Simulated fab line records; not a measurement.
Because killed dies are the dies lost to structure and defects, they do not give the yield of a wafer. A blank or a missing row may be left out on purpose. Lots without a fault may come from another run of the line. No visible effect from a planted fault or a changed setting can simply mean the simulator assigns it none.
fab line records ; flow nand_harc ; part 2 of 2: steps 40 to 40 of 40
[record] lots = 6; wafers = 18; last_day = 22
route steps=1159 shown P_BONDPAD@365 A_START@389 A_ZERO_WELL@390 END@1159
lots that met no fault: taken from a fault-free run of the same line
start_h: hours from the record's first day to the start of the lot's first wafer shown ; wait_h: how many hours have passed since the lot's step before this one ; " unchanged from the row above ; L1.1+2: one row covering several wafers at once ; - no value present, or no start provided ; * or withheld: withheld ; < > ~ a bound
route shown NAME@n: NAME is a module with steps in the file, n the number in the route of the first one ; usual: mean and standard deviation over wafers with no fault ; same: alike in all rows ; chamber/n: place in a boat ; sites: each site's reading ; _std_site: their standard deviation ; _edge_site: the outer-site mean with the inner-site mean subtracted ; radius_mm: how far each site lies from the wafer's centre ; mask NAME#n: copy n ; behind: the tool/chamber that last shaped the wafer ; hold: the reason the lot was held/the length of the hold in hours/how it ended ; device: the transistor (n, p or np) that didn't switch ; end of line: tests of these same wafers at the route's end ; step lacking rows: just its recipe ; killed: at the first sort, the dies lost to defects and structure; wafer yield is something else ; map: per-die view of a wafer (x killed, . not killed, _ where there is no die)
set.NAME: the setting the step ran with; set.NAME@STEP: the setting that earlier step ran with ; model.NAME: the simulator's own value behind a step, which no gauge read
a table for each step, a row for each wafer; lots at some steps of the route
services: the hour from which a tool's chamber was out of use, counted from the record's first day as start_h (under 0 if before that day), plus the number of hours and why
[[steps]]
[step NHARC_END_SORT_01]
[recipe] temp_c = 25
[usual] defect_limited_yield = 95.4/1.5; killed_at_array = 26/9.6; killed_at_other = 0.7/0.92; killed_at_periphery = 3.8/2.7; killed_dies = 31/10; killed_open = 3.3/1.7; killed_short = 1.8/1.3; sort_bin_2_pct = 1.4/0.62; sort_bin_3_pct = 0.23/0.21; sort_bin_4_pct = 2.9/0.95; sort_n_pass = 646/10; sort_rim_yield_pct = 94/3.2; sort_yield_pct = 95.4/1.5
[same] gross_dies = 677; sort_bin_5_pct[%] = 0; sort_bin_6_pct[%] = 0; sort_bin_7_pct[%] = 0; sort_bin_8_pct[%] = 0; sort_rim_n_gross = 106.00
lot.wafer;tool;chamber;start_h;wait_h;hold;defect_limited_yield[%];killed_at_array;killed_at_other;killed_at_periphery;killed_dies;killed_open;killed_short;sort_bin_2_pct[%];sort_bin_3_pct[%];sort_bin_4_pct[%];sort_n_pass;sort_rim_yield_pct[%];sort_yield_pct[%]
L431.2;prober-01;0;460.45;2.8;-;97.8;12;0;3;15;3;2;0.7;0;1.5;662;96;97.8
L431.3;prober-01;0;461.26;3.1;-;97.2;15;0;4;19;4;2;0.4;0.15;2.2;658;98;97.2
L431.5;prober-01;0;462.88;3.7;-;97.6;12;0;4;16;4;2;0.7;0;1.6;661;99;97.6
L435.4;prober-02;0;462.20;3.4;-;95.7;28;0;1;29;5;1;1.0;0;3.2;648;95;95.7
L435.5;prober-02;0;463.01;3.8;-;96.2;23;0;3;26;3;1;1.5;0;2.4;651;92;96.2
L435.6;prober-02;0;463.83;4.1;-;94.5;33;2;2;37;1;1;1.5;0.15;3.8;640;96;94.5
L436.1;prober-01;0;467.53;2.5;-;97.5;13;1;3;17;4;1;0.9;0.30;1.3;660;95;97.5
L436.3;prober-01;0;469.13;3.1;-;97.9;12;0;2;14;2;5;0.7;0;1.3;663;97;97.9
L436.5;prober-01;0;470.73;3.7;-;97.5;15;0;2;17;7;0;0.3;0;2.2;660;98;97.5
L439.2;prober-01;0;486.94;2.8;await_dispo/5.1h/release;93.9;34;2;5;41;2;3;1.9;0.30;3.8;636;92;93.9
L439.3;prober-01;0;487.75;3.1;await_dispo/5.1h/release;95.7;25;1;3;29;3;1;1.2;0.44;2.7;648;94;95.7
L439.4;prober-01;0;488.56;3.4;await_dispo/5.1h/release;0;29;0;648;677;3;3;97.0;0.89;2.1;0;0;0
L443.3;prober-02;0;507.38;3.1;await_dispo/2.1h/release;95.7;27;1;1;29;2;2;0.9;0.15;3.2;648;94;95.7
L443.5;prober-02;0;509.00;3.7;await_dispo/2.1h/release;95.1;31;0;2;33;4;1;1.3;0.15;3.4;644;90;95.1
L443.6;prober-02;0;509.81;4.1;await_dispo/2.1h/release;0;27;0;650;677;1;3;96.9;0.15;3.0;0;0;0
L445.2;prober-02;0;522.86;2.8;-;94.5;32;1;4;37;4;2;1.8;0.44;3.2;640;93;94.5
L445.5;prober-02;0;525.30;3.8;-;96.2;23;1;2;26;4;1;1.5;0;2.4;651;97;96.2
L445.6;prober-02;0;526.11;4.1;-;96.3;23;0;2;25;2;0;1.0;0.15;2.5;652;96;96.3
// killed by level:class
L431.2 A_STAIRCASE:chamber_film_flake=4 A_CONTACT:geometric_particle:open=2 A_CHANNEL_HOLE_D1:chamber_film_flake=2 A_CONTACT:chamber_film_flake=2 P_CONTACT:geometric_particle:open=1 A_BLC:geometric_particle:short=1 A_M1:geometric_particle:short=1 P_STI:chamber_film_flake=1
L431.3 A_STAIRCASE:chamber_film_flake=4 A_CONTACT:chamber_film_flake=4 A_CHANNEL_FILL_D1:chamber_film_flake=2 P_GATE:geometric_particle:open=1 A_SOURCE_PLATE:geometric_particle:open=1 A_ONON_D1:geometric_particle:short=1 A_CHANNEL_HOLE_D1:geometric_particle:open=1 A_CHANNEL_FILL_D1:geometric_particle:short=1
L435.4 A_CHANNEL_HOLE_D1:chamber_film_flake=15 A_SLIT:chamber_film_flake=5 A_WL_FILL:geometric_particle:open=2 P_M0:geometric_particle:open=1 A_WL_FILL:geometric_particle:short=1 A_CONTACT:geometric_particle:open=1 A_M0:geometric_particle:open=1 A_STAIRCASE:chamber_film_flake=1
L431.5 A_STAIRCASE:chamber_film_flake=4 A_CONTACT:chamber_film_flake=3 P_CONTACT:geometric_particle:open=2 A_CHANNEL_FILL_D1:geometric_particle:short=2 A_BLC:geometric_particle:open=1 A_M0:geometric_particle:open=1 P_STI:chamber_film_flake=1 P_M0:chamber_film_flake=1
L435.5 A_CHANNEL_HOLE_D1:chamber_film_flake=15 A_SLIT:chamber_film_flake=5 A_STAIRCASE:chamber_film_flake=2 P_GATE:geometric_particle:open=1 P_CONTACT:geometric_particle:open=1 P_M0:geometric_particle:open=1 A_ONON_D1:geometric_particle:short=1
L435.6 A_CHANNEL_HOLE_D1:chamber_film_flake=21 A_SLIT:chamber_film_flake=6 A_M0:chamber_film_flake=2 THIN_TSV:chamber_film_flake=2 A_WL_FILL:geometric_particle:open=1 A_CONTACT:geometric_particle:short=1 P_GATE:chamber_film_flake=1 P_BONDPAD:chamber_film_flake=1
L436.1 A_CHANNEL_HOLE_D1:chamber_film_flake=4 A_CONTACT:chamber_film_flake=4 P_M0:geometric_particle:open=1 A_ONON_D1:geometric_particle:open=1 A_CHANNEL_FILL_D1:geometric_particle:short=1 A_STAIRCASE:geometric_particle:open=1 A_SGD_CUT:geometric_particle:open=1 P_ZERO_WELL:chamber_film_flake=1
L436.3 A_SGD_CUT:geometric_particle:short=2 A_STAIRCASE:chamber_film_flake=2 A_CONTACT:chamber_film_flake=2 P_M1:geometric_particle:short=1 A_ONON_D1:geometric_particle:short=1 A_STAIRCASE:geometric_particle:open=1 A_WL_FILL:geometric_particle:short=1 A_CONTACT:geometric_particle:open=1
L436.5 A_CHANNEL_HOLE_D1:chamber_film_flake=3 A_STAIRCASE:chamber_film_flake=3 A_CONTACT:geometric_particle:open=2 A_CONTACT:chamber_film_flake=2 P_M0:geometric_particle:open=1 A_ONON_D1:geometric_particle:open=1 A_CHANNEL_FILL_D1:geometric_particle:open=1 A_SGD_CUT:geometric_particle:open=1
L439.2 A_CHANNEL_HOLE_D1:chamber_film_flake=18 A_SLIT:chamber_film_flake=9 P_CONTACT:geometric_particle:short=2 A_CONTACT:chamber_film_flake=2 THIN_TSV:chamber_film_flake=2 A_SOURCE_PLATE:geometric_particle:open=1 A_ONON_D1:geometric_particle:short=1 A_CHANNEL_FILL_D1:geometric_particle:open=1
L439.3 A_CHANNEL_HOLE_D1:chamber_film_flake=10 A_SLIT:chamber_film_flake=9 A_WL_FILL:chamber_film_flake=4 P_M0:geometric_particle:open=2 A_M0:geometric_particle:open=1 P_GATE:chamber_film_flake=1 STARTING-WAFER:geometric_particle:short=1 A_CONTACT:chamber_film_flake=1
L439.4 P_BONDPAD:area_pvd=646 A_CHANNEL_HOLE_D1:chamber_film_flake=14 A_SLIT:chamber_film_flake=8 P_CONTACT:geometric_particle:open=2 A_WL_FILL:chamber_film_flake=2 A_ONON_D1:geometric_particle:short=1 A_WL_FILL:geometric_particle:short=1 A_CONTACT:geometric_particle:short=1
L443.3 A_SLIT:chamber_film_flake=13 A_STAIRCASE:chamber_film_flake=6 A_CHANNEL_FILL_D1:chamber_film_flake=3 A_CHANNEL_HOLE_D1:chamber_film_flake=2 A_CHANNEL_HOLE_D1:geometric_particle:short=1 A_CONTACT:geometric_particle:open=1 A_BLC:geometric_particle:short=1 STARTING-WAFER:geometric_particle:open=1
L443.5 A_SLIT:chamber_film_flake=10 A_STAIRCASE:chamber_film_flake=7 A_CHANNEL_FILL_D1:chamber_film_flake=4 A_CHANNEL_HOLE_D1:chamber_film_flake=3 P_CONTACT:geometric_particle:open=1 A_SOURCE_PLATE:geometric_particle:short=1 A_ONON_D1:geometric_particle:open=1 A_CHANNEL_FILL_D1:geometric_particle:open=1
L443.6 P_BONDPAD:area_pvd=649 A_SLIT:chamber_film_flake=12 A_STAIRCASE:chamber_film_flake=8 A_WL_FILL:geometric_particle:short=2 P_CONTACT:geometric_particle:open=1 A_CONTACT:geometric_particle:short=1 A_ZERO_WELL:chamber_film_flake=1 A_CHANNEL_HOLE_D1:chamber_film_flake=1
L445.2 A_CHANNEL_HOLE_D1:chamber_film_flake=13 A_CHANNEL_FILL_D1:chamber_film_flake=4 A_STAIRCASE:chamber_film_flake=4 A_CONTACT:chamber_film_flake=3 P_BONDPAD:chamber_film_flake=2 A_BONDPAD:chamber_film_flake=2 P_GATE:geometric_particle:open=1 P_M0:geometric_particle:open=1
L445.5 A_CHANNEL_HOLE_D1:chamber_film_flake=8 A_CONTACT:chamber_film_flake=5 A_CHANNEL_FILL_D1:chamber_film_flake=3 A_STAIRCASE:chamber_film_flake=3 P_GATE:geometric_particle:open=1 P_M0:geometric_particle:open=1 A_CONTACT:geometric_particle:open=1 A_BLC:geometric_particle:short=1
L445.6 A_CHANNEL_HOLE_D1:chamber_film_flake=8 A_CHANNEL_FILL_D1:chamber_film_flake=4 A_STAIRCASE:chamber_film_flake=4 A_CONTACT:chamber_film_flake=4 A_BONDPAD:chamber_film_flake=2 P_GATE:geometric_particle:open=1 P_CONTACT:geometric_particle:open=1 A_ZERO_WELL:chamber_film_flake=1
// map L439.4 (x killed, . not)
____________x____________
_________xxxxxxx_________
_______xxxxxxxxxxx_______
______xxxxxxxxxxxxx______
_____xxxxxxxxxxxxxxx_____
____xxxxxxxxxxxxxxxxx____
____xxxxxxxxxxxxxxxxx____
___xxxxxxxxxxxxxxxxxxx___
___xxxxxxxxxxxxxxxxxxx___
__xxxxxxxxxxxxxxxxxxxxx__
__xxxxxxxxxxxxxxxxxxxxx__
_xxxxxxxxxxxxxxxxxxxxxxx_
_xxxxxxxxxxxxxxxxxxxxxxx_
_xxxxxxxxxxxxxxxxxxxxxxx_
_xxxxxxxxxxxxxxxxxxxxxxx_
_xxxxxxxxxxxxxxxxxxxxxxx_
xxxxxxxxxxxxxxxxxxxxxxxxx
xxxxxxxxxxxxxxxxxxxxxxxxx
xxxxxxxxxxxxxxxxxxxxxxxxx
xxxxxxxxxxxxxxxxxxxxxxxxx
xxxxxxxxxxxxxxxxxxxxxxxxx
_xxxxxxxxxxxxxxxxxxxxxxx_
_xxxxxxxxxxxxxxxxxxxxxxx_
_xxxxxxxxxxxxxxxxxxxxxxx_
_xxxxxxxxxxxxxxxxxxxxxxx_
_xxxxxxxxxxxxxxxxxxxxxxx_
__xxxxxxxxxxxxxxxxxxxxx__
__xxxxxxxxxxxxxxxxxxxxx__
___xxxxxxxxxxxxxxxxxxx___
___xxxxxxxxxxxxxxxxxxx___
____xxxxxxxxxxxxxxxxx____
____xxxxxxxxxxxxxxxxx____
_____xxxxxxxxxxxxxxx_____
______xxxxxxxxxxxxx______
_______xxxxxxxxxxx_______
_________xxxxxxx_________
____________x____________
// map L443.6 (x killed, . not)
____________x____________
_________xxxxxxx_________
_______xxxxxxxxxxx_______
______xxxxxxxxxxxxx______
_____xxxxxxxxxxxxxxx_____
____xxxxxxxxxxxxxxxxx____
____xxxxxxxxxxxxxxxxx____
___xxxxxxxxxxxxxxxxxxx___
___xxxxxxxxxxxxxxxxxxx___
__xxxxxxxxxxxxxxxxxxxxx__
__xxxxxxxxxxxxxxxxxxxxx__
_xxxxxxxxxxxxxxxxxxxxxxx_
_xxxxxxxxxxxxxxxxxxxxxxx_
_xxxxxxxxxxxxxxxxxxxxxxx_
_xxxxxxxxxxxxxxxxxxxxxxx_
_xxxxxxxxxxxxxxxxxxxxxxx_
xxxxxxxxxxxxxxxxxxxxxxxxx
xxxxxxxxxxxxxxxxxxxxxxxxx
xxxxxxxxxxxxxxxxxxxxxxxxx
xxxxxxxxxxxxxxxxxxxxxxxxx
xxxxxxxxxxxxxxxxxxxxxxxxx
_xxxxxxxxxxxxxxxxxxxxxxx_
_xxxxxxxxxxxxxxxxxxxxxxx_
_xxxxxxxxxxxxxxxxxxxxxxx_
_xxxxxxxxxxxxxxxxxxxxxxx_
_xxxxxxxxxxxxxxxxxxxxxxx_
__xxxxxxxxxxxxxxxxxxxxx__
__xxxxxxxxxxxxxxxxxxxxx__
___xxxxxxxxxxxxxxxxxxx___
___xxxxxxxxxxxxxxxxxxx___
____xxxxxxxxxxxxxxxxx____
____xxxxxxxxxxxxxxxxx____
_____xxxxxxxxxxxxxxx_____
______xxxxxxxxxxxxx______
_______xxxxxxxxxxx_______
_________xxxxxxx_________
____________x____________
[[services]]
tool;chamber;start_h;hours;kind
rie_diel-05;0;118.16;-;clean
rie_si-01;-;127.00;9.0;pm
rie_diel-07;1;129.31;103.2;repair
rie_diel-05;0;137.20;12.3;repair
rie_diel-10;3;140.47;2.4;repair
rie_diel-05;3;148.56;6.0;repair
rie_si-03;-;155.00;9.0;pm
rie_diel-10;0;157.93;1.7;repair
pvd_sputter-01;-;158.00;10.0;pm
rie_diel-05;-;163.60;9.0;pm
rie_diel-06;-;165.24;0.6;repair
rie_diel-10;-;176.50;9.0;pm
pvd_sputter-01;-;179.54;2.9;repair
rie_diel-05;2;182.64;6.3;repair
rie_diel-12;-;186.53;0.4;repair
pvd_sputter-02;-;195.66;9.3;repair
rie_diel-07;-;196.24;11.1;repair
rie_diel-05;1;199.10;10.0;repair
rie_diel-06;-;199.66;3.1;repair
rie_diel-12;-;202.45;9.0;pm
rie_si-02;-;211.00;9.0;pm
pvd_sputter-02;-;214.04;10.0;pm
rie_diel-03;-;215.30;9.0;pm
rie_diel-07;3;217.21;9.3;repair
[[key]]
[first_sign] step = NHARC_END_SORT_01; reading = killed_at_periphery; direction = up; sigmas = 99+; usual = 3.8; struck = 649
[effect] step = NHARC_END_SORT_01; reading = sort_bin_2_pct; direction = up; sigmas = 99+; usual = 1.4; struck = 97.0
[more_kills_born_at] NHARC_P_BONDPAD_PVD_27@pvd_sputter-03 = 1295
met_at NHARC_P_BONDPAD_PVD_27
struck_wafers L439.4,L443.6
later_rows_left_out L439.4,L443.6
onset_between 158.35 180.40
[fault] kind = process_parameter_drift; tool = pvd_sputter-03; chamber = -; onset_h = 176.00; steps = NHARC_P_BONDPAD_PVD_27; channel = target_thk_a; offset = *; shape = step; end_h = 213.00; acts_in = *; stated = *; scope = struck_wafers_only
// later_rows_left_out: the simulator's readings of these wafers behind a module that went badly wrong aren't trusted and aren't shown, but for the sort
